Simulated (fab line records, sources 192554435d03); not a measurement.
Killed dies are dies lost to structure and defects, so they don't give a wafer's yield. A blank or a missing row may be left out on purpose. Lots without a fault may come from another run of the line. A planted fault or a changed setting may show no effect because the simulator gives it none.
Chamber matching | flow n5_finfet | N5_BEOL_M0_SAQP_ILD_DEP_01 on pecvd-03: 3 sister chambers
The step deposits SiOC from DEMS/O2, target thk 45.419 nm, time 8.7 s. 3 wafers are shown with their chamber, then 8 later ones without.

WAFERS WITH THEIR CHAMBER
wafer  | chamber | heater_power_w (W)
L089.5 | 2       | 366
L090.6 | 1       | 504
L095.1 | 0       | 498

WAFERS WITHOUT THEIR CHAMBER
wafer  | heater_power_w (W)
L095.4 | 508
L095.5 | 504
L096.2 | 482
L096.4 | 486
L096.6 | 564
L097.4 | 433
L097.5 | 508
L097.6 | 553

WHICH CHAMBER EACH WENT THROUGH
wafer  | from the rows above          | in truth
L095.4 | can't be placed: 1 or 0      | 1
L095.5 | can't be placed: 1 or 0      | 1
L096.2 | can't be placed: 0 or 1      | 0
L096.4 | can't be placed: 0 or 1      | 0
L096.6 | can't be placed: 1 or 0      | 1
L097.4 | can't be placed: 0 or 2 or 1 | 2
L097.5 | can't be placed: 1 or 0      | 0
L097.6 | can't be placed: 1 or 0      | 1
Placed correctly: 0 of 8. Can't be placed from these rows: 8 (the true chamber is among the candidates in 8). Placed wrongly: 0.
How it was worked out, from the rows above alone: a wafer's distance from a chamber is the root of the sum, over the readings, of the square of ((its reading less the chamber's mean) divided by the reading's scatter). The wafer belongs to the nearest chamber; if the next one is less than 2 further off, it can't be placed. A chamber's mean is the mean of its shown wafers. The scatter: with one shown wafer a chamber, the root of the mean of the squares of how far each hidden wafer lies from its nearest shown one.
